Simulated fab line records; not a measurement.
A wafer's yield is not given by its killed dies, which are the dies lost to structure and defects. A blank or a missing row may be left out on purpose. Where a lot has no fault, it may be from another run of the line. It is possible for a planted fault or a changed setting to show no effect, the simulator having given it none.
Which of the tools did it? | flow nand_harc | at 1 step of a route of 1302, 11 lots with 33 wafers sampled

== WHAT THE GAUGES READ, wafer by wafer ==
NHARC_A_CHANNEL_HOLE_D1_CD_MEAS_18.
lot  | measured     | on        | cd_nm (nm)
L075 | day 8 20:00  | cd_sem-01 | 101.0 99.5 97.3
L077 | day 9 17:07  | cd_sem-03 | 103.1 103.1 100.3
L078 | day 10 12:56 | cd_sem-01 | 100.7 102.6 100.8
L080 | day 11 01:38 | cd_sem-01 | 99.3 100.2 100.5
L083 | day 12 05:52 | cd_sem-03 | 98.4 97.7 99.5
L085 | day 13 01:05 | cd_sem-01 | 103.2 102.4 97.8
L088 | day 14 12:41 | cd_sem-03 | 98.1 100.1 97.5
L090 | day 15 07:17 | cd_sem-01 | 99.2 99.9 96.8
L091 | day 15 17:04 | cd_sem-01 | 100.3 97.1 97.3
L095 | day 17 03:13 | cd_sem-02 | 100.2 101.2 99.8
L096 | day 17 13:12 | cd_sem-01 | 94.2 97.8 98.0

== WHAT TOOL EACH LOT RAN ON (gives the tool, then ch and the chambers of the sampled wafers, and finally the start) ==
There is no process step in the record ahead of these readings.

== THE ANSWER, worked out from the rows above alone ==
Rule: the usual values come from the lots themselves. Put in order of their means at a reading, lots are off if they are a third of the lots or fewer, leave a main group of 4 or more, and stand apart from it by a gap of 3 or more times the standard deviation of the main group's means; of several such gaps the widest counts. A main group whose means are all the same, to the digits that the tables above print for the reading, isn't used. A lot without any number at a reading at which 4 lots or more have one is off too. The other lots that the step has rows for count as sound.
No lot is off on any of the readings shown, so nothing can be concluded from this.

== WHAT THE SIMULATOR HAD INSERTED ==
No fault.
